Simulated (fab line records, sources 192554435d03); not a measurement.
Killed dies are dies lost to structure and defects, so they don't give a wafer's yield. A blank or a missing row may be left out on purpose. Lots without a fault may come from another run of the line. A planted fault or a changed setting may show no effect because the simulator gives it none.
fab line records | flow n5_finfet
record lots=24 wafers=72 last_day=17
route steps=1938 shown BEOL_M14@1766 BEOL_M15@1809 MIM_TOP@1835
lots that met no fault: from a run of the same line without faults
start_h: hours from the record's first day to the start of the lot's first wafer shown | wait_h: hours since the lot's step before | " the same as in the row above | L1.1+2: a row that stands for several wafers | - no value, or no start given | * or withheld: withheld | < > ~ a bound
route shown NAME@n: a module of which the file shows steps, and the number in the route of the first | usual: mean/standard deviation of fault-free wafers | same: alike in all rows | chamber/n: place in a boat | sites: the reading at each site | _std_site: their standard deviation | _edge_site: outer sites' mean less inner sites' | radius_mm: how far each site lies from the wafer's centre | mask NAME#n: copy n | behind: the tool/chamber that last shaped the wafer | hold: why the lot was held/for how many hours/how that ended | device: the transistor (n, p or np) that didn't switch | end of line: the same wafers' tests at the end of the route | a step without rows: its recipe alone | killed: dies lost to structure and defects at the first sort, not the wafer's yield | map: a wafer's dies, x killed, . not, _ none there
set.NAME: the setting as run; set.NAME@STEP: as run at that earlier step | model.NAME: the simulator's own value behind a step, which no gauge read
steps of the route over a sample of lots; a table a step, a row a wafer
services: from which hour (start_h, from the record's first day; less than 0 if before it) a tool's chamber was out of use, for how many hours, and why
## steps
# step N5_BEOL_M14_ANNEAL_48
# recipe temp_c=225 time_s=90 ambient=N2
# usual wafer_temp_C_max=225.82/0.23
# same time_s=90
# columns lot.wafer tool chamber start_h wait_h wafer_temp_C_max
L075.2 rtp_anneal-02 0 246.68 0.2 225.50
L075.3 " 0 " " 225.59
L075.6 " 0 " " 225.60
L074.1 rtp_anneal-01 0 260.35 0.2 225.76
L074.2 " 0 " " 226.32
L074.6 " 0 " " 226.23
L076.1 rtp_anneal-01 0 262.65 0.3 225.76
L076.3 " 0 " " 225.85
L076.4 " 0 " " 225.93
L077.2 rtp_anneal-01 0 277.42 0.2 225.79
L077.3 " 0 " " 226.41
L077.6 " 0 " " 226.12
L078.1 rtp_anneal-02 0 277.46 0.2 225.92
L078.2 " 0 " " 225.63
L078.5 " 0 " " 225.43
L080.1 rtp_anneal-01 0 277.78 0.1 225.93
L080.2 " 0 " " 226.12
L080.6 " 0 " " 225.98
L079.1 rtp_anneal-02 0 281.38 0.1 225.58
L079.5 " 0 " " 225.89
L079.6 " 0 " " 225.70
L081.3 rtp_anneal-02 0 289.90 0.2 225.63
L081.4 " 0 " " 225.48
L081.5 " 0 " " 225.95
L082.1 rtp_anneal-02 0 302.08 0.6 225.76
L082.3 " 0 " " 225.76
L082.4 " 0 " " 225.83
L085.1 rtp_anneal-02 0 318.30 0.2 225.64
L085.3 " 0 " " 225.99
L085.6 " 0 " " 225.57
L084.2 rtp_anneal-01 0 320.59 0.2 225.63
L084.4 " 0 " " 225.96
L084.5 " 0 " " 225.72
L083.4 rtp_anneal-01 0 322.94 0.2 225.68
L083.5 " 0 " " 225.85
L083.6 " 0 " " 225.57
L086.2 rtp_anneal-01 0 323.47 0.2 225.93
L086.4 " 0 " " 225.65
L086.6 " 0 " " 226.24
L087.1 rtp_anneal-01 0 326.51 0.3 225.73
L087.3 " 0 " " 225.83
L087.6 " 0 " " 225.96
L088.1 rtp_anneal-01 0 330.03 0.3 225.50
L088.5 " 0 " " 225.99
L088.6 " 0 " " 225.78
L091.1 rtp_anneal-01 0 353.01 0.1 225.77
L091.2 " 0 " " 225.80
L091.4 " 0 " " 225.66
L089.3 rtp_anneal-02 0 356.63 0.3 225.64
L089.4 " 0 " " 225.68
L089.5 " 0 " " 225.68
L090.2 rtp_anneal-02 0 358.64 0.6 225.68
L090.5 " 0 " " 225.83
L090.6 " 0 " " 225.85
L093.3 rtp_anneal-01 0 362.44 0.2 225.79
L093.4 " 0 " " 226.25
L093.5 " 0 " " 226.10
L092.2 rtp_anneal-02 0 369.16 0.3 225.69
L092.3 " 0 " " 226.04
L092.4 " 0 " " 225.73
L095.4 rtp_anneal-02 0 383.94 0.5 225.85
L095.5 " 0 " " 225.88
L095.6 " 0 " " 225.98
L094.2 rtp_anneal-02 0 384.12 0.3 225.44
L094.3 " 0 " " 225.29
L094.5 " 0 " " 225.58
L096.2 rtp_anneal-02 0 390.46 0.2 225.82
L096.3 " 0 " " 225.94
L096.6 " 0 " " 226.43
L097.1 rtp_anneal-02 0 392.49 0.1 225.76
L097.3 " 0 " " 225.84
L097.4 " 0 " " 225.83
# step N5_BEOL_M15_TRENCH_ETCH_34
# recipe chemistry=C4F8/O2/Ar target=SiO2 target_depth_a=8729.3 he_inner_torr=15 he_outer_torr=30 time_s=199 ion_energy_ev=800 pressure_mtorr=20 source_w=1905 bias_w=2040 Ar_flow_sccm=400 C4F8_flow_sccm=16 O2_flow_sccm=12
# usual drypump_motor_current_A=5.8/0.5 oes_product_au=0.78/0.067 rf_vpp_V=2222/47 showerhead_plenum_p_Torr=3.44/0.089 throttle_valve_pct=31.0/0.37
# same time_s=199
# columns lot.wafer tool chamber start_h wait_h drypump_motor_current_A oes_product_au rf_hours_counter_h rf_vpp_V showerhead_plenum_p_Torr throttle_valve_pct
L075.2 rie_diel-04 1 249.76 0.0 5.6 0.75 137 2137 3.46 31.0
L075.3 " 3 " " 5.4 0.96 6 2251 3.51 30.4
L075.6 " 1 " " 5.6 0.75 - 2138 3.46 31.0
L074.1 rie_diel-05 1 263.76 0.0 5.8 0.72 176 2195 3.29 31.3
L074.2 " 3 " " 6.3 0.79 121 2155 3.47 31.5
L074.6 " 3 " " 6.3 0.78 - 2155 3.47 31.5
L076.1 rie_diel-05 0 266.33 0.0 5.7 0.77 127 2294 3.58 30.7
L076.3 " 3 " " 6.3 0.77 122 2155 3.47 31.5
L076.4 " 2 " " 5.2 0.72 196 2199 3.42 30.8
L077.2 rie_diel-04 1 281.01 0.0 5.6 0.73 149 2134 3.45 31.0
L077.3 " 0 " " 6.5 0.96 5 2284 3.51 30.8
L077.6 " 0 " " 6.5 0.95 - 2285 3.51 30.8
L078.1 rie_diel-05 3 281.31 0.0 6.3 0.78 128 2155 3.46 31.5
L078.2 " 1 " " 5.8 0.71 182 2195 3.29 31.3
L078.5 " 0 " " 5.7 0.76 - 2293 3.58 30.7
L080.1 rie_diel-05 3 281.79 0.0 6.3 0.78 128 2153 3.46 31.5
L080.2 " 0 " " 5.7 0.76 133 2294 3.58 30.7
L080.6 " 0 " " 5.7 0.76 - 2293 3.58 30.6
L079.1 rie_diel-01 0 285.12 0.0 6.8 0.83 86 2267 3.59 30.8
L079.5 " 2 " " 5.3 0.88 - 2263 3.37 31.2
L079.6 " 1 " " 5.5 0.85 - 2230 3.45 30.4
L081.3 rie_diel-05 0 292.81 0.0 5.7 0.75 136 2294 3.58 30.7
L081.4 " 2 " " 5.2 0.72 204 2197 3.41 30.8
L081.5 " 3 " " 6.3 0.78 - 2154 3.46 31.5
L082.1 rie_diel-01 1 305.88 0.0 5.5 0.84 105 2231 3.45 30.4
L082.3 " 2 " " 5.3 0.85 51 2261 3.37 31.2
L082.4 " 3 " " 5.3 0.82 86 2220 3.47 31.2
L085.1 rie_diel-05 3 321.52 0.0 6.3 0.77 141 2154 3.46 31.5
L085.3 " 2 " " 5.2 0.71 211 2198 3.41 30.8
L085.6 " 3 " " 6.3 0.76 - 2152 3.46 31.5
L084.2 rie_diel-04 0 323.93 0.0 6.5 0.92 17 2286 3.50 30.8
L084.4 " 3 " " 5.4 0.89 30 2251 3.50 30.4
L084.5 " 1 " " 5.6 0.73 - 2135 3.45 31.0
L083.4 rie_diel-05 3 326.45 0.0 6.3 0.76 143 2154 3.46 31.5
L083.5 " 1 " " 5.8 0.70 - 2195 3.28 31.3
L083.6 " 2 " " 5.2 0.71 - 2199 3.41 30.8
L086.2 rie_diel-01 1 326.83 0.0 5.5 0.83 111 2230 3.45 30.4
L086.4 " 2 " " 5.3 0.85 58 2262 3.37 31.2
L086.6 " 1 " " 5.5 0.82 - 2229 3.45 30.4
L087.1 rie_diel-04 3 329.71 0.0 5.4 0.89 32 2250 3.49 30.4
L087.3 " 2 " " 6.5 0.71 187 2181 3.33 31.7
L087.6 " 0 " " 6.5 0.92 - 2284 3.50 30.8
L088.1 rie_diel-01 2 333.26 0.0 5.4 0.85 60 2262 3.37 31.2
L088.5 " 0 " " 6.8 0.80 - 2267 3.58 30.8
L088.6 " 3 " " 5.2 0.81 - 2219 3.47 31.2
L091.1 rie_diel-05 0 356.24 0.0 5.7 0.75 145 2293 3.58 30.7
L091.2 " 1 " " 5.8 0.70 207 2193 3.28 31.3
L091.4 " 2 " " 5.2 0.70 223 2198 3.40 30.8
L089.3 rie_diel-01 2 359.65 0.0 5.3 0.84 67 2258 3.36 31.2
L089.4 " 0 " " 6.8 0.80 106 2267 3.58 30.8
L089.5 " 2 " " 5.3 0.84 - 2261 3.36 31.2
L090.2 rie_diel-01 0 361.71 0.0 6.8 0.80 107 2267 3.58 30.8
L090.5 " 1 " " 5.5 0.82 - 2230 3.44 30.4
L090.6 " 2 " " 5.3 0.84 - 2260 3.36 31.2
L093.3 rie_diel-04 2 365.61 0.0 6.5 0.69 199 2180 3.32 31.7
L093.4 " 1 " " 5.6 0.72 175 2136 3.44 31.1
L093.5 " 3 " " 5.4 0.87 - 2251 3.49 30.5
L092.2 rie_diel-01 1 372.09 0.0 5.5 0.80 123 2229 3.44 30.4
L092.3 " 0 " " 6.7 0.80 111 2268 3.58 30.8
L092.4 " 3 " " 5.2 0.80 105 2220 3.46 31.2
L095.4 rie_diel-05 2 387.51 0.0 5.2 0.70 232 2198 3.40 30.9
L095.5 " 2 " " 5.2 0.70 - 2198 3.40 30.8
L095.6 " 1 " " 5.8 0.69 - 2191 3.27 31.3
L094.2 rie_diel-01 0 387.74 0.0 6.7 0.79 116 2266 3.57 30.8
L094.3 " 1 " " 5.5 0.80 128 2228 3.44 30.4
L094.5 " 1 " " 5.5 0.79 - 2228 3.44 30.4
L096.2 rie_diel-01 3 393.55 0.0 5.2 0.81 111 2222 3.46 31.2
L096.3 " 0 " " 6.7 0.79 118 2266 3.57 30.8
L096.6 " 2 " " 5.3 0.83 - 2259 3.36 31.2
L097.1 rie_diel-05 2 395.68 0.0 5.2 0.70 235 2196 3.40 30.9
L097.3 " 0 " " 5.7 0.74 157 2293 3.57 30.7
L097.4 " 1 " " 5.8 0.68 219 2193 3.27 31.3
# step N5_BEOL_M15_STRIP_62
# recipe chemistry=O2 power_w=600 temp_c=60 pressure_mtorr=30 rf_frequency_hz=6e+07 bias_power_w=0 overash_fraction=0.3 o2_flow_sccm=225
# usual drypump_motor_current_A=5.8/0.51 oes_product_au=0.79/0.068 rf_vpp_V=3.6/0.47 showerhead_plenum_p_Torr=2.10/0.068 temp_c=60.00/0.12 throttle_valve_pct=16.67/0.27
# columns lot.wafer tool chamber start_h wait_h drypump_motor_current_A oes_product_au rf_hours_counter_h rf_vpp_V showerhead_plenum_p_Torr temp_c throttle_valve_pct
L075.2 rie_diel-04 2 - - 6.5 0.73 162 3.5 1.99 59.85 16.94
L075.3 " 3 " " 5.4 0.95 8 3.6 2.13 60.05 16.10
L075.6 " 3 " " 5.4 0.94 - 3.9 2.13 60.20 16.10
L074.1 rie_diel-01 3 - - 5.2 0.83 74 3.7 2.13 59.89 16.85
L074.2 " 1 " " 5.5 0.84 95 3.5 2.13 60.08 16.31
L074.6 " 0 " " 6.7 0.84 - 3.4 2.21 59.88 16.62
L076.1 rie_diel-04 0 - - 6.5 0.99 1 4.3 2.14 60.06 16.42
L076.3 " 1 " " 5.6 0.76 144 3.4 2.11 59.81 16.75
L076.4 " 3 " " 5.4 0.94 13 3.0 2.13 60.23 16.10
L077.2 rie_diel-01 2 - - 5.3 0.88 44 3.2 2.04 59.95 16.61
L077.3 " 0 " " 6.7 0.83 85 3.5 2.21 60.01 16.64
L077.6 " 3 " " 5.2 0.81 - 3.9 2.13 59.83 16.86
L078.1 rie_diel-05 3 - - 6.3 0.77 128 2.9 2.10 60.25 17.02
L078.2 " 1 " " 5.8 0.71 183 3.5 2.00 59.96 16.96
L078.5 " 1 " " 5.8 0.71 - 3.2 2.00 59.85 16.95
L080.1 rie_diel-05 0 - - 5.7 0.76 133 3.5 2.19 59.98 16.43
L080.2 " 3 " " 6.3 0.77 128 3.5 2.10 60.00 17.04
L080.6 " 3 " " 6.3 0.78 - 3.4 2.10 60.01 17.03
L079.1 rie_diel-05 3 - - 6.3 0.77 130 4.7 2.10 60.21 17.04
L079.5 " 0 " " 5.7 0.76 - 3.9 2.19 59.89 16.45
L079.6 " 3 " " 6.3 0.77 - 3.6 2.10 60.02 17.03
L081.3 rie_diel-01 0 - - 6.7 0.82 88 3.9 2.21 60.07 16.65
L081.4 " 2 " " 5.3 0.87 48 3.7 2.04 59.93 16.60
L081.5 " 0 " " 6.7 0.83 - 3.6 2.21 60.04 16.64
L082.1 rie_diel-01 2 - - 5.3 0.86 52 3.4 2.04 60.01 16.62
L082.3 " 0 " " 6.7 0.83 93 3.9 2.21 60.13 16.66
L082.4 " 1 " " 5.5 0.83 105 3.9 2.12 59.84 16.34
L085.1 rie_diel-01 1 - - 5.5 0.83 110 4.4 2.12 59.90 16.35
L085.3 " 0 " " 6.7 0.83 97 3.1 2.21 60.18 16.67
L085.6 " 2 " " 5.3 0.86 - 2.9 2.04 59.99 16.63
L084.2 rie_diel-05 0 - - 5.7 0.75 140 3.4 2.19 60.06 16.46
L084.4 " 2 " " 5.2 0.72 213 3.7 2.07 59.80 16.58
L084.5 " 1 " " 5.8 0.71 - 2.9 1.99 59.84 16.97
L083.4 rie_diel-04 1 - - 5.6 0.73 164 4.1 2.11 60.22 16.79
L083.5 " 2 " " 6.4 0.71 - 3.7 1.98 60.00 17.01
L083.6 " 1 " " 5.6 0.73 - 3.4 2.11 59.87 16.78
L086.2 rie_diel-01 2 - - 5.4 0.87 58 4.1 2.04 60.12 16.63
L086.4 " 0 " " 6.7 0.82 98 3.7 2.21 60.00 16.67
L086.6 " 0 " " 6.7 0.83 - 3.4 2.21 59.94 16.68
L087.1 rie_diel-05 1 - - 5.8 0.70 199 4.1 1.99 60.00 17.00
L087.3 " 3 " " 6.3 0.77 145 2.8 2.09 59.95 17.05
L087.6 " 3 " " 6.3 0.76 - 3.0 2.09 60.11 17.06
L088.1 rie_diel-05 0 - - 5.7 0.75 144 3.5 2.19 60.01 16.46
L088.5 " 0 " " 5.7 0.75 - 3.6 2.19 59.92 16.47
L088.6 " 1 " " 5.8 0.70 - 4.8 1.99 60.01 16.99
L091.1 rie_diel-04 3 - - 5.4 0.88 40 3.7 2.12 60.04 16.15
L091.2 " 2 " " 6.4 0.70 196 3.3 1.98 60.11 17.02
L091.4 " 0 " " 6.5 0.91 28 3.0 2.13 60.10 16.45
L089.3 rie_diel-04 2 - - 6.4 0.70 197 4.0 1.98 60.19 17.03
L089.4 " 0 " " 6.5 0.90 29 2.9 2.13 60.06 16.45
L089.5 " 3 " " 5.4 0.87 - 3.7 2.12 59.92 16.14
L090.2 rie_diel-05 1 - - 5.8 0.69 209 3.1 1.99 60.01 17.02
L090.5 " 3 " " 6.3 0.75 - 3.9 2.09 59.91 17.07
L090.6 " 2 " " 5.2 0.72 - 3.7 2.07 60.08 16.59
L093.3 rie_diel-05 3 - - 6.3 0.76 157 3.5 2.09 60.06 17.08
L093.4 " 1 " " 5.8 0.69 211 3.6 1.99 59.91 17.02
L093.5 " 0 " " 5.7 0.75 - 3.5 2.19 60.29 16.47
L092.2 rie_diel-01 0 - - 6.7 0.80 111 3.8 2.20 60.05 16.68
L092.3 " 3 " " 5.2 0.79 106 2.7 2.12 60.20 16.91
L092.4 " 2 " " 5.3 0.84 70 3.3 2.03 60.00 16.64
L095.4 rie_diel-04 0 - - 6.5 0.89 38 3.4 2.12 60.14 16.48
L095.5 " 2 " " 6.5 0.68 - 3.6 1.98 60.10 17.05
L095.6 " 1 " " 5.6 0.72 - 4.2 2.10 59.78 16.82
L094.2 rie_diel-01 3 - - 5.2 0.78 110 3.1 2.12 59.94 16.92
L094.3 " 1 " " 5.5 0.80 129 3.7 2.11 59.87 16.37
L094.5 " 1 " " 5.5 0.81 - 2.8 2.11 59.82 16.38
L097.1 rie_diel-01 1 - - 5.5 0.81 131 3.6 2.11 59.97 16.37
L097.3 " 2 " " 5.3 0.83 78 3.7 2.03 60.07 16.67
L097.4 " 3 " " 5.2 0.79 112 3.4 2.12 59.99 16.95
L096.2 rie_diel-05 2 - - 5.2 0.71 236 3.4 2.06 59.96 16.61
L096.3 " 0 " " 5.7 0.75 158 3.6 2.18 60.05 16.48
L096.6 " 0 " " 5.7 0.74 - 3.0 2.18 59.91 16.49
# step N5_BEOL_M15_SPUTTER_45
# recipe material=Cu target_thk_a=1000 temp_c=-20 bias_v=60 power_w=26000 chamber_pressure_pa=0.13 time_s=16.67
# usual cathode_dc_power_W=26000/4.7 chamber_pressure_pa=0.12998/0.00027 chuck_sensor_temp_C=-15.7/0.47 throttle_valve_pct=30.3/0.92
# same time_s=16.67
# columns lot.wafer tool chamber start_h wait_h cathode_dc_power_W chamber_pressure_pa chuck_sensor_temp_C throttle_valve_pct
L075.2 pvd_sputter-03 - 256.61 0.0 25998 0.13036 -16.2 30.2
L075.3 " - " " 26002 0.1298 -15.5 31.7
L075.6 " - " " 26005 0.12985 -15.5 29.6
L076.1 pvd_sputter-03 - 267.92 0.0 26001 0.12954 -16.1 30.0
L076.3 " - " " 25995 0.13032 -16.5 30.4
L076.4 " - " " 25998 0.13033 -15.4 31.8
L074.1 pvd_sputter-03 - 268.52 0.0 25998 0.13024 -15.4 31.9
L074.2 " - " " 26004 0.13023 -16.6 30.1
L074.6 " - " " 25996 0.13018 -16.2 30.2
L077.2 pvd_sputter-03 - 283.19 0.0 25994 0.12989 -15.3 31.7
L077.3 " - " " 26000 0.12979 -16.5 30.5
L077.6 " - " " 25997 0.13014 -16.3 30.2
L078.1 pvd_sputter-02 - 283.23 0.0 25998 0.13002 -15.7 29.3
L078.2 " - " " 25993 0.1298 -15.1 30.2
L078.5 " - " " 26000 0.12987 -15.5 29.5
L080.1 pvd_sputter-02 - 283.63 0.0 25998 0.12989 -15.3 29.7
L080.2 " - " " 26002 0.13057 -16.3 28.9
L080.6 " - " " 25990 0.12979 -15.2 30.3
L079.1 pvd_sputter-03 - 289.63 0.0 25998 0.13036 -15.7 29.7
L079.5 " - " " 25998 0.12997 -16.6 30.3
L079.6 " - " " 26010 0.12967 -15.2 31.5
L081.3 pvd_sputter-01 - 296.34 0.0 26004 0.12988 -15.8 29.2
L081.4 " - " " 25999 0.12992 -16.1 31.8
L081.5 " - " " 25990 0.12989 -15.9 29.8
L082.1 pvd_sputter-03 - 309.96 0.0 25998 0.12971 -15.6 29.4
L082.3 " - " " 25996 0.1302 -16.1 29.8
L082.4 " - " " 26001 0.13043 -16.5 30.2
L085.1 pvd_sputter-01 - 325.14 0.0 25998 0.13021 -15.7 30.7
L085.3 " - " " 26006 0.12988 -14.9 30.7
L085.6 " - " " 25996 0.13035 -15.8 31.1
L084.2 pvd_sputter-03 - 325.72 0.0 26004 0.12997 -15.7 32.1
L084.4 " - " " 25999 0.12951 -15.9 29.8
L084.5 " - " " 25993 0.12985 -16.0 30.2
L083.4 pvd_sputter-01 - 329.13 0.0 26000 0.12991 -16.0 29.4
L083.5 " - " " 26000 0.12963 -15.7 29.3
L083.6 " - " " 26001 0.13003 -16.1 31.8
L086.2 pvd_sputter-02 - 329.13 0.0 26000 0.12995 -15.1 30.2
L086.4 " - " " 26003 0.12987 -16.2 28.9
L086.6 " - " " 25995 0.13035 -15.3 29.6
L087.1 pvd_sputter-01 - 333.27 0.0 26001 0.12994 -15.7 31.0
L087.3 " - " " 25999 0.12984 -16.2 31.9
L087.6 " - " " 25997 0.13056 -15.9 29.6
L088.1 pvd_sputter-02 - 334.29 0.0 25996 0.13015 -15.4 29.7
L088.5 " - " " 25995 0.12934 -15.3 30.2
L088.6 " - " " 25991 0.13024 -16.5 29.1
L091.1 pvd_sputter-01 - 358.35 0.0 26015 0.12951 -14.8 30.4
L091.2 " - " " 26006 0.13023 -15.9 29.4
L091.4 " - " " 26003 0.12988 -15.8 30.8
L089.3 pvd_sputter-03 - 361.40 0.0 26005 0.12983 -15.5 31.9
L089.4 " - " " 26008 0.13006 -15.8 29.6
L089.5 " - " " 25996 0.1297 -15.3 31.8
L090.2 pvd_sputter-02 - 364.21 0.0 26001 0.12983 -15.8 29.4
L090.5 " - " " 25999 0.12986 -15.8 29.5
L090.6 " - " " 25998 0.13 -15.5 29.5
L093.3 pvd_sputter-01 - 370.25 0.0 25994 0.13004 -16.1 32.0
L093.4 " - " " 26002 0.12991 -15.8 31.1
L093.5 " - " " 26000 0.13035 -16.2 32.1
L092.2 pvd_sputter-01 - 374.50 0.0 25997 0.12988 -16.0 31.8
L092.3 " - " " 25999 0.12928 -14.9 30.7
L092.4 " - " " 26003 0.1296 -15.8 30.9
L095.4 pvd_sputter-01 - 390.08 0.0 25995 0.13049 -16.1 32.2
L095.5 " - " " 26004 0.13016 -16.2 31.7
L095.6 " - " " 26005 0.13017 -15.9 29.7
L094.2 pvd_sputter-01 - 390.72 0.0 26006 0.13011 -15.8 30.8
L094.3 " - " " 26000 0.13009 -16.2 31.9
L094.5 " - " " 25999 0.12984 -16.2 31.7
L097.1 pvd_sputter-02 - 398.48 0.0 25994 0.13025 -15.8 29.3
L097.3 " - " " 25995 0.12987 -16.3 29.2
L097.4 " - " " 26007 0.12984 -15.0 30.2
L096.2 pvd_sputter-02 - 398.80 0.0 26007 0.12977 -16.1 28.9
L096.3 " - " " 25993 0.13011 -15.8 29.2
L096.6 " - " " 26004 0.13003 -15.4 29.5
# step N5_BEOL_M15_CMP_49
# recipe stop_on=SiO2 t_overpolish_s=4.9 down_force_psi=2 platen_rpm=80 clearing_platen_down_force_psi=2 clearing_platen_rpm=80 post_cmp_clean=cu_alkaline target_thk_nm=850 clearing_platen_pad_velocity_m_s=1.5917 pad_velocity_m_s=1.5917
# usual barrier_field_endpoint_s=11.45/0.27 motor_current_A=8.9/1.1 overpolish_run_s=4.899/0.0094
# columns lot.wafer tool chamber start_h wait_h barrier_field_endpoint_s motor_current_A overpolish_run_s
L075.3 cmp-01 3 257.37 0.2 11.10 8.8 4.892
L075.2 " 1 " " 11.14 9.1 4.886
L075.6 " 0 " " 11.06 9.9 4.891
L076.3 cmp-01 2 268.66 0.2 11.17 8.6 4.899
L076.4 " 3 " " 11.53 9.2 4.879
L076.1 " 1 " " 11.39 10.2 4.875
L074.2 cmp-01 3 269.21 0.2 10.85 8.6 4.911
L074.1 " 0 " " 10.95 9.7 4.901
L074.6 " 3 " " 11.28 9.0 4.909
L077.2 cmp-01 2 283.85 0.2 11.33 8.8 4.888
L077.3 " 1 " " 11.31 9.6 4.892
L077.6 " 2 " " 11.57 8.7 4.888
L078.2 cmp-03 0 283.94 0.3 11.31 8.3 4.901
L078.1 " 1 " " 10.88 10.6 4.901
L078.5 " 0 " " 11.44 8.4 4.904
L080.1 cmp-01 0 284.30 0.3 11.41 9.8 4.897
L080.2 " 2 " " 11.27 8.3 4.896
L080.6 " 0 " " 11.62 10.2 4.914
L079.1 cmp-01 3 290.41 0.4 11.27 8.8 4.917
L079.6 " 0 " " 11.33 10.4 4.905
L079.5 " 1 " " 11.04 9.8 4.887
L081.3 cmp-03 1 297.01 0.2 11.43 10.4 4.896
L081.4 " 3 " " 11.44 7.8 4.890
L081.5 " 1 " " 11.34 10.7 4.902
L082.3 cmp-03 0 310.66 0.2 11.97 7.9 4.907
L082.4 " 1 " " 11.29 10.9 4.889
L082.1 " 2 " " 11.46 7.3 4.896
L085.3 cmp-04 1 325.83 0.2 11.63 8.3 4.897
L085.1 " 2 " " 11.85 8.5 4.899
L085.6 " 0 " " 11.97 9.5 4.902
L084.4 cmp-01 3 326.55 0.1 11.10 8.3 4.898
L084.2 " 1 " " 10.91 9.7 4.905
L084.5 " 3 " " 11.55 9.1 4.907
L083.4 cmp-04 2 329.79 0.1 11.96 8.6 4.916
L083.6 " 2 " " 12.08 8.6 4.915
L083.5 " 3 " " 11.39 10.2 4.901
L086.4 cmp-01 3 329.79 0.1 11.33 8.7 4.903
L086.2 " 2 " " 11.54 8.6 4.896
L086.6 " 3 " " 11.42 9.2 4.885
L087.3 cmp-03 0 334.13 0.2 12.17 7.8 4.909
L087.1 " 1 " " 11.41 10.2 4.905
L087.6 " 1 " " 11.32 10.3 4.905
L088.1 cmp-03 1 335.57 0.4 11.51 10.7 4.894
L088.6 " 2 " " 11.78 7.6 4.902
L088.5 " 3 " " 11.74 7.2 4.897
L091.1 cmp-03 2 359.02 0.3 11.41 7.1 4.876
L091.4 " 0 " " 11.75 8.2 4.889
L091.2 " 1 " " 11.15 10.6 4.886
L089.3 cmp-01 0 362.08 0.2 11.50 10.5 4.901
L089.4 " 3 " " 11.42 8.7 4.904
L089.5 " 0 " " 11.17 9.8 4.897
L090.2 cmp-03 1 365.05 0.3 11.11 10.7 4.910
L090.5 " 2 " " 11.09 7.4 4.890
L090.6 " 3 " " 11.40 7.9 4.896
L093.3 cmp-04 0 371.79 0.2 11.88 9.4 4.913
L093.4 " 3 " " 11.38 10.2 4.891
L093.5 " 1 " " 11.60 8.1 4.891
L092.4 cmp-01 1 375.16 0.1 11.60 9.7 4.909
L092.2 " 3 " " 11.14 9.3 4.915
L092.3 " 0 " " 11.08 10.1 4.896
L095.4 cmp-01 1 390.85 0.2 11.64 9.7 4.883
L095.5 " 2 " " 11.43 8.4 4.911
L095.6 " 3 " " 11.62 9.0 4.894
L094.3 cmp-03 0 391.38 0.2 11.83 7.9 4.898
L094.2 " 1 " " 11.35 11.1 4.903
L094.5 " 0 " " 11.84 8.0 4.909
L097.4 cmp-01 3 399.93 0.1 11.36 8.9 4.907
L097.1 " 0 " " 11.25 9.7 4.894
L097.3 " 1 " " 11.55 9.9 4.888
L096.3 cmp-03 2 400.18 0.2 11.67 7.4 4.899
L096.2 " 3 " " 11.89 7.6 4.905
L096.6 " 1 " " 11.39 10.5 4.914
# step N5_MIM_TOP_ALD_01
# recipe material=HfO2 target_thk_a=56 temp_c=withheld ald_precursor_family=Hf-amide ald_co_reactant=O3 pulse_time_s=1 purge_time_s=3 co_reactant_purge_time_s=2 co_reactant_pulse_time_s=3 ald_cycles=62
# usual precursor_pulse_height_rel=1.002/0.021
# same purge_time_s=3
# columns lot.wafer tool chamber start_h wait_h precursor_pulse_height_rel
L075.2 ald_hk-02 2 - - 1.000
L075.3 " 3 " " 0.995
L075.6 " 0 " " 0.965
L076.1 ald_hk-03 0 - - 0.987
L076.3 " 3 " " 1.012
L076.4 " 2 " " 1.012
L074.1 ald_hk-01 3 - - 0.987
L074.2 " 2 " " 1.014
L074.6 " 1 " " 1.000
L077.2 ald_hk-03 3 - - 1.015
L077.3 " 0 " " 1.017
L077.6 " 1 " " 1.014
L078.1 ald_hk-02 2 - - 1.030
L078.2 " 3 " " 1.006
L078.5 " 0 " " 1.003
L080.1 ald_hk-03 0 - - 0.985
L080.2 " 3 " " 0.991
L080.6 " 2 " " 1.012
L079.1 ald_hk-03 0 - - 0.966
L079.5 " 0 " " 1.003
L079.6 " 3 " " 1.028
L081.3 ald_hk-03 1 - - 1.015
L081.4 " 2 " " 1.006
L081.5 " 2 " " 1.014
L082.1 ald_hk-01 1 - - 1.028
L082.3 " 0 " " 1.034
L082.4 " 2 " " 1.030
L085.1 ald_hk-03 3 - - 1.018
L085.3 " 1 " " 0.989
L085.6 " 2 " " 1.003
L084.2 ald_hk-02 1 - - 1.028
L084.4 " 2 " " 1.011
L084.5 " 3 " " 1.012
L083.4 ald_hk-03 1 - - 0.996
L083.5 " 1 " " 1.003
L083.6 " 2 " " 0.943
L086.2 ald_hk-01 0 - - 0.982
L086.4 " 2 " " 0.986
L086.6 " 2 " " 1.043
L087.1 ald_hk-01 1 - - 1.000
L087.3 " 2 " " 1.015
L087.6 " 1 " " 0.991
L088.1 ald_hk-02 2 - - 0.996
L088.5 " 1 " " 1.018
L088.6 " 2 " " 1.021
L091.1 ald_hk-02 2 - - 0.996
L091.2 " 0 " " 0.997
L091.4 " 1 " " 1.017
L089.3 ald_hk-03 0 - - 1.022
L089.4 " 1 " " 1.003
L089.5 " 1 " " 0.972
L090.2 ald_hk-01 3 - - 1.008
L090.5 " 0 " " 1.013
L090.6 " 3 " " 1.009
L093.3 ald_hk-03 3 - - 0.991
L093.4 " 2 " " 0.999
L093.5 " 0 " " 1.018
L092.2 ald_hk-02 1 - - 0.984
L092.3 " 0 " " 0.993
L092.4 " 2 " " 1.021
L095.4 ald_hk-03 3 - - 0.961
L095.5 " 1 " " 1.012
L095.6 " 0 " " 1.011
L094.2 ald_hk-02 0 - - 0.956
L094.3 " 1 " " 1.011
L094.5 " 1 " " 0.991
L097.1 ald_hk-03 2 - - 1.004
L097.3 " 0 " " 1.005
L097.4 " 3 " " 1.012
L096.2 ald_hk-02 1 - - 1.023
L096.3 " 0 " " 1.016
L096.6 " 3 " " 0.983
## services
# columns tool chamber start_h hours kind
cmp-03 - 235.56 1.1 repair
rtp_anneal-02 - 236.21 4.7 pm
cmp-03 - 243.89 5.3 pm
cmp-01 - 257.60 4.0 pm
ald_hk-02 - 265.56 0.9 repair
pvd_sputter-01 - 265.60 4.9 repair
rie_diel-01 1 286.80 6.7 repair
ald_hk-01 - 288.27 8.7 pm
cmp-01 - 294.79 0.3 repair
rie_diel-05 0 300.39 21.1 repair
cmp-04 - 301.90 1.0 repair
rie_diel-05 2 303.66 4.9 repair
pvd_sputter-02 - 306.05 1.9 repair
cmp-04 - 309.92 4.0 pm
rie_diel-05 0 334.70 17.2 repair
ald_hk-01 - 348.01 0.7 repair
pvd_sputter-03 - 352.94 1.0 repair
cmp-03 - 357.06 1.5 repair
cmp-01 - 370.50 3.1 repair
rie_diel-01 3 375.65 2.5 repair
ald_hk-03 - 382.51 0.5 repair
cmp-03 - 392.57 4.0 pm
rie_diel-05 3 396.61 3.4 repair
cmp-03 - 398.81 0.8 repair
## key
fault none
